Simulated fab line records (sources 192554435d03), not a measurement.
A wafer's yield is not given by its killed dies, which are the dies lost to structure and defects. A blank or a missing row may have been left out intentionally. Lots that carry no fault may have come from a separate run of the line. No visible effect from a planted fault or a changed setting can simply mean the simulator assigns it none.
Chamber matching || flow n5-finfet || N5_BEOL_M7_DEP_56 on pecvd-02 has 3 sister chambers
The step deposits SiCN from 3MS/NH3, target thk 10 nm, time 17.5 s. 6 wafers are shown with their chamber, then 8 later ones without.

== EACH WAFER AND ITS CHAMBER ==
{"wafer": "L085.5", "chamber": 1, "showerhead-vpp-V (V)": 912, "throttle-valve-pct (%)": 8.9}
{"wafer": "L087.1", "chamber": 1, "showerhead-vpp-V (V)": 927, "throttle-valve-pct (%)": 8.9}
{"wafer": "L087.3", "chamber": 2, "showerhead-vpp-V (V)": 818, "throttle-valve-pct (%)": 8.7}
{"wafer": "L086.4", "chamber": 0, "showerhead-vpp-V (V)": 874, "throttle-valve-pct (%)": 9.7}
{"wafer": "L086.6", "chamber": 2, "showerhead-vpp-V (V)": 826, "throttle-valve-pct (%)": 8.5}
{"wafer": "L088.1", "chamber": 0, "showerhead-vpp-V (V)": 874, "throttle-valve-pct (%)": 9.6}

== WAFERS WITHOUT THEIR CHAMBER ==
{"wafer": "L088.4", "showerhead-vpp-V (V)": 872, "throttle-valve-pct (%)": 9.9}
{"wafer": "L088.6", "showerhead-vpp-V (V)": 821, "throttle-valve-pct (%)": 8.9}
{"wafer": "L092.4", "showerhead-vpp-V (V)": 935, "throttle-valve-pct (%)": 9.1}
{"wafer": "L092.5", "showerhead-vpp-V (V)": 862, "throttle-valve-pct (%)": 9.8}
{"wafer": "L092.6", "showerhead-vpp-V (V)": 819, "throttle-valve-pct (%)": 8.7}
{"wafer": "L096.1", "showerhead-vpp-V (V)": 858, "throttle-valve-pct (%)": 9.6}
{"wafer": "L096.3", "showerhead-vpp-V (V)": 919, "throttle-valve-pct (%)": 9.1}
{"wafer": "L096.5", "showerhead-vpp-V (V)": 814, "throttle-valve-pct (%)": 8.9}

== WHICH CHAMBER EACH ONE RAN IN ==
{"wafer": "L088.4", "from the rows above": 0, "in truth": 0}
{"wafer": "L088.6", "from the rows above": 2, "in truth": 2}
{"wafer": "L092.4", "from the rows above": 1, "in truth": 1}
{"wafer": "L092.5", "from the rows above": 0, "in truth": 0}
{"wafer": "L092.6", "from the rows above": 2, "in truth": 2}
{"wafer": "L096.1", "from the rows above": 0, "in truth": 0}
{"wafer": "L096.3", "from the rows above": 1, "in truth": 1}
{"wafer": "L096.5", "from the rows above": 2, "in truth": 2}
Correctly placed: 8 of 8. Can't be placed from these rows: 0. Number placed wrongly: 0.
How it was worked out, from the rows above alone: a wafer's distance from a chamber is the root of the sum, over the readings, of the square of ((its reading less the chamber's mean) divided by the reading's scatter). The wafer belongs to the nearest chamber; if the next one is less than 2 further off, it can't be placed. A chamber's mean is the mean of its shown wafers. The scatter: take each reading less its chamber's mean, square it, sum over the shown wafers, divide by the number of wafers less the number of chambers, and take the root.
